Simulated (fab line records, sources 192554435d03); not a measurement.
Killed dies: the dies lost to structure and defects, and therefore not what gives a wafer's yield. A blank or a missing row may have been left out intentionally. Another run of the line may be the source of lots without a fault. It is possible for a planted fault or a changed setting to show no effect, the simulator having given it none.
Struck lot and sound lot, side by side / flow n5Finfet / 15 out of 1938 route steps
Sound: these wafers, L450.1, L450.3, L450.4. Struck: wafer L458.1 (L458.4, L458.6, from the same lot, were not struck and are left out); the cause is given at the end.
Each step with rows lists, per side, the tool, then ch with its chambers, then its first start. Under that, the readings that differ: sound wafers / struck wafers / difference of the means / sigmas: that difference in standard deviations of wafers without a fault.
alike: same words and numbers on both sides, and readings whose means sit less than 2 such deviations apart. not compared: any withheld reading, any reading some wafer has no value for, any bound like >300 that may hide the same value, and any number with overlapping values for which the record gives no deviation.
A row with sigmas, a row that says differs or no value, or rows on one side alone: a step with any of these is where the two part. Numbers that don't overlap but have no deviation are shown without sigmas and don't part them. A reading that every wafer of one side lacks parts them only if that side has two wafers or more.

N5_BEOL_M8_CURE_75: cures SiCOH lowk, time 120 s.
  sound on uvCure-03 ch 1, day 11 06:14; struck on uvCure-01 ch 2, day 14 08:41
  alike: lampPowerPct, wafer_temp_C_max
then, 1 step without rows for these wafers: N5_BEOL_M8_DEGAS_44 (time 60 s).
N5_BEOL_M8_PRE_CLEAN_45: time 30 s.
  sound on pvdSputter-01 at day 11 06:52; struck on pvdSputter-03 at day 14 09:27
  alike: heaterPowerW
N5_BEOL_M8_ALD_77: deposits TaN, target thk 2 nm, pulse time 2 s, purge time 3 s.
  sound on aldMetal-04 ch 0,1,3, day 11 07:10; struck on aldMetal-03 ch 2, day 14 09:32
  alike: heaterPowerW
N5_BEOL_M8_SURFACE_TREAT_79:
  sound on pvdSputter-01 at day 11 08:55; struck on pvdSputter-03 at day 14 09:52
  not compared: throttleValvePct
then, 3 steps without rows for these wafers: N5_BEOL_M8_CVD_78 (deposits Co from CCTBA/H2, target thk 2 nm, time 142.3 s); N5_BEOL_M8_SPUTTER_48 (material Cu, target thk 10 nm, time 1.667 s); N5_BEOL_M8_ECD_50 (material Cu, target thk 300 nm).
N5_BEOL_M8_ANNEAL_51: time 90 s.
  sound on rtpAnneal-02 ch 0, day 11 09:52; struck on rtpAnneal-01 ch 0, day 14 11:11
reading=annealTempC (C); sound=225.12 225.11 225.17; struck=224.74; difference=-0.39; sigmas=-2
reading=wafer_temp_C_max; sound=226.2 226.5 227.0; struck=225.8; difference=-0.8; sigmas=-3
then, 1 step without rows for these wafers: N5_BEOL_M8_CMP_52 (polishes, stops on SiCOH lowk, t overpolish 6.9 s, target thk 80 nm).
N5_BEOL_M8_THK_MEAS_53: measures by xrf.
  sound on filmMetro-02 at day 11 10:28; struck on filmMetro-01 at day 14 11:47
  alike: M8_THK
then, 1 step without rows for these wafers: N5_BEOL_M8_PRE_CLEAN_55 (time 15 s).
N5_BEOL_M8_DEP_56: deposits SiCN from 3MS/NH3, target thk 10 nm, time 17.5 s.
  sound on pecvd-01 ch 1,2, day 11 10:31; struck on pecvd-01 ch 2, day 14 11:50
reading=model.SiCN_of_BEOL_M8_DEP_56.thkNm (nm); sound=10.2 10 10.2; struck=10.8; difference=+0.7; sigmas=
  alike: showerheadPlenumPTorr, throttleValvePct
N5_BEOL_M8_RS_MEAS_57: measures by four-point-probe.
  sound on filmMetro-02 at day 11 10:35; struck on filmMetro-02 at day 14 11:55
  alike: M8_RS
then, 1 step without rows for these wafers: N5_PASSIVATION_PROBE_49.

== WHERE THEY PART ==
At N5_BEOL_M8_ANNEAL_51 and nowhere else, as far as this record goes. Later steps at which nothing parts them and some readings are alike: N5_BEOL_M8_THK_MEAS_53, N5_BEOL_M8_DEP_56, N5_BEOL_M8_RS_MEAS_57.

WHY: the cause the simulator had injected
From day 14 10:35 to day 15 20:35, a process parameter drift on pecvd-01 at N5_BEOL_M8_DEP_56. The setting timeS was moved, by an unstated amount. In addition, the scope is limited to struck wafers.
